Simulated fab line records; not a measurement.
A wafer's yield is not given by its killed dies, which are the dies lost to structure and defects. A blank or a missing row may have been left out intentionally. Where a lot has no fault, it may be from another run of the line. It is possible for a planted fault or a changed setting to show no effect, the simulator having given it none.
The tool behind it: which one? || flow nand-harc || Sampling: 24 lots, 72 wafers, 3 of 1159 route steps

## WHAT THE GAUGES READ, wafer by wafer
NHARC_A_SGD_CUT_CD_MEAS_09: the cd target is 100 nm. Usual: 99.8 nm for cd-nm, sd 0.51.
{"lot": "L074", "measured": "day 14 02:40", "on": "cd-sem-01", "cd-nm (nm)": "100.2 100.4 100.0", "flag": ""}
{"lot": "L075", "measured": "day 14 10:40", "on": "cd-sem-01", "cd-nm (nm)": "99.4 99.2 99.0", "flag": ""}
{"lot": "L076", "measured": "day 14 12:03", "on": "cd-sem-01", "cd-nm (nm)": "99.2 99.7 99.8", "flag": ""}
{"lot": "L077", "measured": "day 14 18:34", "on": "cd-sem-03", "cd-nm (nm)": "99.7 100.0 99.9", "flag": ""}
{"lot": "L079", "measured": "day 14 18:49", "on": "cd-sem-03", "cd-nm (nm)": "99.9 100.2 99.4", "flag": ""}
{"lot": "L078", "measured": "day 14 19:38", "on": "cd-sem-02", "cd-nm (nm)": "100.2 100.4 100.9", "flag": ""}
{"lot": "L082", "measured": "day 15 14:20", "on": "cd-sem-02", "cd-nm (nm)": "100.3 100.4 100.8", "flag": ""}
{"lot": "L081", "measured": "day 15 15:05", "on": "cd-sem-02", "cd-nm (nm)": "99.4 99.5 99.0", "flag": ""}
{"lot": "L080", "measured": "day 15 21:16", "on": "cd-sem-02", "cd-nm (nm)": "99.0 99.9 99.4", "flag": ""}
{"lot": "L083", "measured": "day 16 02:09", "on": "cd-sem-01", "cd-nm (nm)": "99.3 99.7 99.6", "flag": ""}
{"lot": "L084", "measured": "day 16 02:28", "on": "cd-sem-02", "cd-nm (nm)": "99.3 100.2 99.6", "flag": ""}
{"lot": "L085", "measured": "day 17 00:20", "on": "cd-sem-03", "cd-nm (nm)": "100.0 100.3 99.2", "flag": ""}
{"lot": "L088", "measured": "day 17 04:38", "on": "cd-sem-02", "cd-nm (nm)": "99.8 100.4 100.5", "flag": ""}
{"lot": "L087", "measured": "day 17 05:17", "on": "cd-sem-03", "cd-nm (nm)": "99.8 99.8 100.0", "flag": ""}
{"lot": "L089", "measured": "day 17 10:13", "on": "cd-sem-01", "cd-nm (nm)": "100.0 99.5 99.9", "flag": ""}
{"lot": "L086", "measured": "day 17 10:47", "on": "cd-sem-02", "cd-nm (nm)": "100.0 100.0 100.0", "flag": ""}
{"lot": "L091", "measured": "day 18 03:16", "on": "cd-sem-01", "cd-nm (nm)": "100.0 100.0 99.3", "flag": ""}
{"lot": "L093", "measured": "day 18 03:07", "on": "cd-sem-02", "cd-nm (nm)": "99.0 99.1 99.4", "flag": ""}
{"lot": "L092", "measured": "day 18 03:34", "on": "cd-sem-02", "cd-nm (nm)": "100.0 99.1 99.0", "flag": ""}
{"lot": "L090", "measured": "day 18 04:32", "on": "cd-sem-02", "cd-nm (nm)": "101.1 100.6 99.8", "flag": ""}
{"lot": "L095", "measured": "day 19 15:41", "on": "cd-sem-02", "cd-nm (nm)": "100.2 100.9 99.6", "flag": ""}
{"lot": "L094", "measured": "day 19 15:58", "on": "cd-sem-01", "cd-nm (nm)": "100.0 100.0 100.5", "flag": ""}
{"lot": "L096", "measured": "day 19 16:08", "on": "cd-sem-01", "cd-nm (nm)": "98.9 99.0 98.6", "flag": ""}
{"lot": "L097", "measured": "day 19 17:22", "on": "cd-sem-03", "cd-nm (nm)": "100.7 100.1 100.5", "flag": ""}

## WHICH TOOL RAN EACH LOT (tool, then ch and the chambers of the sampled wafers, then the start)
{"lot": "L074", "NHARC_A_STAIRCASE_CMP_152": "cmp-04 ch 0,3, day 14 00:17", "NHARC_A_STAIRCASE_DEP_471": "pecvd-01 ch 0,2, day 14 01:25"}
{"lot": "L075", "NHARC_A_STAIRCASE_CMP_152": "cmp-04 ch 0,1,3, day 14 08:14", "NHARC_A_STAIRCASE_DEP_471": "pecvd-03 ch 0,1, day 14 09:25"}
{"lot": "L076", "NHARC_A_STAIRCASE_CMP_152": "cmp-04 ch 0,1,3, day 14 08:47", "NHARC_A_STAIRCASE_DEP_471": "pecvd-01 ch 0,1,2, day 14 10:43"}
{"lot": "L077", "NHARC_A_STAIRCASE_CMP_152": "cmp-01 ch 1,2, day 14 15:50", "NHARC_A_STAIRCASE_DEP_471": "pecvd-01 ch 0,2, day 14 17:08"}
{"lot": "L079", "NHARC_A_STAIRCASE_CMP_152": "cmp-01 ch 0,1,3, day 14 16:00", "NHARC_A_STAIRCASE_DEP_471": "pecvd-03 ch 1,2, day 14 17:19"}
{"lot": "L078", "NHARC_A_STAIRCASE_CMP_152": "cmp-01 ch 0,3, day 14 16:44", "NHARC_A_STAIRCASE_DEP_471": "pecvd-03 ch 0,1, day 14 17:59"}
{"lot": "L082", "NHARC_A_STAIRCASE_CMP_152": "cmp-01 ch 1,2,3, day 15 11:46", "NHARC_A_STAIRCASE_DEP_471": "pecvd-04 ch 0,2, day 15 12:56"}
{"lot": "L081", "NHARC_A_STAIRCASE_CMP_152": "cmp-02 ch 0,1,2, day 15 12:28", "NHARC_A_STAIRCASE_DEP_471": "pecvd-01 ch 1,2, day 15 13:42"}
{"lot": "L080", "NHARC_A_STAIRCASE_CMP_152": "cmp-02 ch 0,1, day 15 18:53", "NHARC_A_STAIRCASE_DEP_471": "pecvd-03 ch 0,1,2, day 15 20:01"}
{"lot": "L083", "NHARC_A_STAIRCASE_CMP_152": "cmp-02 ch 0,2, day 15 23:47", "NHARC_A_STAIRCASE_DEP_471": "pecvd-04 ch 0,2, day 16 00:54"}
{"lot": "L084", "NHARC_A_STAIRCASE_CMP_152": "cmp-04 ch 0,2,3, day 15 23:59", "NHARC_A_STAIRCASE_DEP_471": "pecvd-03 ch 0,1,2, day 16 01:07"}
{"lot": "L085", "NHARC_A_STAIRCASE_CMP_152": "cmp-01 ch 0,1, day 16 21:14", "NHARC_A_STAIRCASE_DEP_471": "pecvd-01 ch 0,1,2, day 16 22:25"}
{"lot": "L088", "NHARC_A_STAIRCASE_CMP_152": "cmp-01 ch 0,3, day 17 01:43", "NHARC_A_STAIRCASE_DEP_471": "pecvd-03 ch 0,1, day 17 03:16"}
{"lot": "L087", "NHARC_A_STAIRCASE_CMP_152": "cmp-04 ch 0,1, day 17 02:48", "NHARC_A_STAIRCASE_DEP_471": "pecvd-03 ch 0,2, day 17 03:53"}
{"lot": "L089", "NHARC_A_STAIRCASE_CMP_152": "cmp-01 ch 0,1,2, day 17 07:40", "NHARC_A_STAIRCASE_DEP_471": "pecvd-01 ch 1,2, day 17 08:48"}
{"lot": "L086", "NHARC_A_STAIRCASE_CMP_152": "cmp-02 ch 0,3, day 17 08:11", "NHARC_A_STAIRCASE_DEP_471": "pecvd-01 ch 0,1,2, day 17 09:21"}
{"lot": "L091", "NHARC_A_STAIRCASE_CMP_152": "cmp-01 ch 0,1,2, day 18 00:34", "NHARC_A_STAIRCASE_DEP_471": "pecvd-03 ch 0,1,2, day 18 01:45"}
{"lot": "L093", "NHARC_A_STAIRCASE_CMP_152": "cmp-02 ch 1,2,3, day 18 00:36", "NHARC_A_STAIRCASE_DEP_471": "pecvd-01 ch 0,1,2, day 18 01:47"}
{"lot": "L092", "NHARC_A_STAIRCASE_CMP_152": "cmp-04 ch 2,3, day 18 00:59", "NHARC_A_STAIRCASE_DEP_471": "pecvd-01 ch 0,1,2, day 18 02:07"}
{"lot": "L090", "NHARC_A_STAIRCASE_CMP_152": "cmp-04 ch 0,1,3, day 18 02:01", "NHARC_A_STAIRCASE_DEP_471": "pecvd-04 ch 0,2, day 18 03:05"}
{"lot": "L095", "NHARC_A_STAIRCASE_CMP_152": "cmp-04 ch 0,1,2, day 19 13:07", "NHARC_A_STAIRCASE_DEP_471": "pecvd-04 ch 0,1,2, day 19 14:19"}
{"lot": "L094", "NHARC_A_STAIRCASE_CMP_152": "cmp-02 ch 1,2,3, day 19 13:21", "NHARC_A_STAIRCASE_DEP_471": "pecvd-01 ch 0,2, day 19 14:31"}
{"lot": "L096", "NHARC_A_STAIRCASE_CMP_152": "cmp-01 ch 0,1,2, day 19 13:25", "NHARC_A_STAIRCASE_DEP_471": "pecvd-03 ch 0,2, day 19 14:37"}
{"lot": "L097", "NHARC_A_STAIRCASE_CMP_152": "cmp-04 ch 0,1,3, day 19 14:44", "NHARC_A_STAIRCASE_DEP_471": "pecvd-03 ch 0,1, day 19 15:54"}
- NHARC_A_STAIRCASE_CMP_152: polishes.
- NHARC_A_STAIRCASE_DEP_471: deposits SiO2, target thk 100 nm.

## WHAT THE TOOLS THEMSELVES READ (means of the sampled wafers that have a number; where no wafer has one, the mark that the record gives instead)
NHARC_A_STAIRCASE_CMP_152. Usual: 12.2 A for motor-current-A, sd 1.3.
{"lot": "L074", "tool": "cmp-04", "motor-current-A (A)": 11.7, "flag": ""}
{"lot": "L075", "tool": "cmp-04", "motor-current-A (A)": 12.1, "flag": ""}
{"lot": "L076", "tool": "cmp-04", "motor-current-A (A)": 12.2, "flag": ""}
{"lot": "L077", "tool": "cmp-01", "motor-current-A (A)": 11.9, "flag": ""}
{"lot": "L079", "tool": "cmp-01", "motor-current-A (A)": 12.6, "flag": ""}
{"lot": "L078", "tool": "cmp-01", "motor-current-A (A)": 12.5, "flag": ""}
{"lot": "L082", "tool": "cmp-01", "motor-current-A (A)": 11.3, "flag": ""}
{"lot": "L081", "tool": "cmp-02", "motor-current-A (A)": 13.1, "flag": ""}
{"lot": "L080", "tool": "cmp-02", "motor-current-A (A)": 13.5, "flag": ""}
{"lot": "L083", "tool": "cmp-02", "motor-current-A (A)": 12.1, "flag": ""}
{"lot": "L084", "tool": "cmp-04", "motor-current-A (A)": 11.7, "flag": ""}
{"lot": "L085", "tool": "cmp-01", "motor-current-A (A)": 13.9, "flag": ""}
{"lot": "L088", "tool": "cmp-01", "motor-current-A (A)": 13.5, "flag": ""}
{"lot": "L087", "tool": "cmp-04", "motor-current-A (A)": 12.5, "flag": ""}
{"lot": "L089", "tool": "cmp-01", "motor-current-A (A)": 13.2, "flag": ""}
{"lot": "L086", "tool": "cmp-02", "motor-current-A (A)": 12.2, "flag": ""}
{"lot": "L091", "tool": "cmp-01", "motor-current-A (A)": 12.8, "flag": ""}
{"lot": "L093", "tool": "cmp-02", "motor-current-A (A)": 12.9, "flag": ""}
{"lot": "L092", "tool": "cmp-04", "motor-current-A (A)": 10.7, "flag": ""}
{"lot": "L090", "tool": "cmp-04", "motor-current-A (A)": 12.4, "flag": ""}
{"lot": "L095", "tool": "cmp-04", "motor-current-A (A)": 11.7, "flag": ""}
{"lot": "L094", "tool": "cmp-02", "motor-current-A (A)": 13.3, "flag": ""}
{"lot": "L096", "tool": "cmp-01", "motor-current-A (A)": 12.6, "flag": ""}
{"lot": "L097", "tool": "cmp-04", "motor-current-A (A)": 12.3, "flag": ""}

NHARC_A_STAIRCASE_DEP_471. Usual: chamber-pressure-Torr 6.500 Torr, standard deviation 0.013; flow-sccm 2651 sccm, standard deviation 8.1; heater-power-w 559 W, standard deviation 74; throttle-valve-pct 16.1 %, standard deviation 0.43.
{"lot": "L074", "tool": "pecvd-01", "chamber-pressure-Torr (Torr)": 6.480, "flow-sccm (sccm)": 2650, "heater-power-w (W)": 507, "throttle-valve-pct (%)": 16.5, "flag": ""}
{"lot": "L075", "tool": "pecvd-03", "chamber-pressure-Torr (Torr)": 6.518, "flow-sccm (sccm)": 2654, "heater-power-w (W)": 537, "throttle-valve-pct (%)": 15.6, "flag": ""}
{"lot": "L076", "tool": "pecvd-01", "chamber-pressure-Torr (Torr)": 6.493, "flow-sccm (sccm)": 2651, "heater-power-w (W)": 538, "throttle-valve-pct (%)": 16.4, "flag": ""}
{"lot": "L077", "tool": "pecvd-01", "chamber-pressure-Torr (Torr)": 6.497, "flow-sccm (sccm)": 2663, "heater-power-w (W)": 504, "throttle-valve-pct (%)": 16.5, "flag": ""}
{"lot": "L079", "tool": "pecvd-03", "chamber-pressure-Torr (Torr)": 6.489, "flow-sccm (sccm)": 2651, "heater-power-w (W)": 639, "throttle-valve-pct (%)": 15.9, "flag": ""}
{"lot": "L078", "tool": "pecvd-03", "chamber-pressure-Torr (Torr)": 6.511, "flow-sccm (sccm)": 2649, "heater-power-w (W)": 468, "throttle-valve-pct (%)": 15.7, "flag": ""}
{"lot": "L082", "tool": "pecvd-04", "chamber-pressure-Torr (Torr)": 6.502, "flow-sccm (sccm)": 2643, "heater-power-w (W)": 553, "throttle-valve-pct (%)": 16.1, "flag": ""}
{"lot": "L081", "tool": "pecvd-01", "chamber-pressure-Torr (Torr)": 6.498, "flow-sccm (sccm)": 2649, "heater-power-w (W)": 585, "throttle-valve-pct (%)": 16.2, "flag": ""}
{"lot": "L080", "tool": "pecvd-03", "chamber-pressure-Torr (Torr)": 6.508, "flow-sccm (sccm)": 2650, "heater-power-w (W)": 562, "throttle-valve-pct (%)": 15.8, "flag": ""}
{"lot": "L083", "tool": "pecvd-04", "chamber-pressure-Torr (Torr)": 6.495, "flow-sccm (sccm)": 2645, "heater-power-w (W)": 583, "throttle-valve-pct (%)": 16.1, "flag": ""}
{"lot": "L084", "tool": "pecvd-03", "chamber-pressure-Torr (Torr)": 6.501, "flow-sccm (sccm)": 2656, "heater-power-w (W)": 573, "throttle-valve-pct (%)": 15.9, "flag": ""}
{"lot": "L085", "tool": "pecvd-01", "chamber-pressure-Torr (Torr)": 6.496, "flow-sccm (sccm)": 2652, "heater-power-w (W)": 556, "throttle-valve-pct (%)": 16.4, "flag": ""}
{"lot": "L088", "tool": "pecvd-03", "chamber-pressure-Torr (Torr)": 6.487, "flow-sccm (sccm)": 2659, "heater-power-w (W)": 570, "throttle-valve-pct (%)": 16.0, "flag": ""}
{"lot": "L087", "tool": "pecvd-03", "chamber-pressure-Torr (Torr)": 6.496, "flow-sccm (sccm)": 2646, "heater-power-w (W)": 647, "throttle-valve-pct (%)": 15.8, "flag": ""}
{"lot": "L089", "tool": "pecvd-01", "chamber-pressure-Torr (Torr)": 6.503, "flow-sccm (sccm)": 2646, "heater-power-w (W)": 552, "throttle-valve-pct (%)": 16.2, "flag": ""}
{"lot": "L086", "tool": "pecvd-01", "chamber-pressure-Torr (Torr)": 6.509, "flow-sccm (sccm)": 2642, "heater-power-w (W)": 496, "throttle-valve-pct (%)": 16.4, "flag": ""}
{"lot": "L091", "tool": "pecvd-03", "chamber-pressure-Torr (Torr)": 6.483, "flow-sccm (sccm)": 2653, "heater-power-w (W)": 543, "throttle-valve-pct (%)": 16.0, "flag": ""}
{"lot": "L093", "tool": "pecvd-01", "chamber-pressure-Torr (Torr)": 6.503, "flow-sccm (sccm)": 2658, "heater-power-w (W)": 521, "throttle-valve-pct (%)": 16.5, "flag": ""}
{"lot": "L092", "tool": "pecvd-01", "chamber-pressure-Torr (Torr)": 6.515, "flow-sccm (sccm)": 2648, "heater-power-w (W)": 539, "throttle-valve-pct (%)": 16.5, "flag": ""}
{"lot": "L090", "tool": "pecvd-04", "chamber-pressure-Torr (Torr)": 6.502, "flow-sccm (sccm)": 2653, "heater-power-w (W)": 578, "throttle-valve-pct (%)": 16.0, "flag": ""}
{"lot": "L095", "tool": "pecvd-04", "chamber-pressure-Torr (Torr)": 6.494, "flow-sccm (sccm)": 2648, "heater-power-w (W)": 599, "throttle-valve-pct (%)": 15.8, "flag": ""}
{"lot": "L094", "tool": "pecvd-01", "chamber-pressure-Torr (Torr)": 6.505, "flow-sccm (sccm)": 2657, "heater-power-w (W)": 533, "throttle-valve-pct (%)": 16.1, "flag": ""}
{"lot": "L096", "tool": "pecvd-03", "chamber-pressure-Torr (Torr)": 6.511, "flow-sccm (sccm)": 2647, "heater-power-w (W)": 558, "throttle-valve-pct (%)": 15.9, "flag": ""}
{"lot": "L097", "tool": "pecvd-03", "chamber-pressure-Torr (Torr)": 6.495, "flow-sccm (sccm)": 2662, "heater-power-w (W)": 511, "throttle-valve-pct (%)": 16.1, "flag": ""}

## THE ANSWER, worked out from the rows above alone
Rule: take the mean of a lot's wafers that have a number; if it is more than 3 standard deviations from the usual mean, the lot is off. Also off: a lot with no number at a reading for which 4 or more lots have one. All remaining lots with rows at the step are treated as sound. Order of review: gauges by route order, followed by the tools' own readings, for which a lot's mean as printed above is used. At the first step where some lot is off, the reading lying furthest off is the one used; lots without a number count as furthest.
None of the lots is off at any reading shown; this tells nothing.

## WHAT THE SIMULATOR HAD INSERTED
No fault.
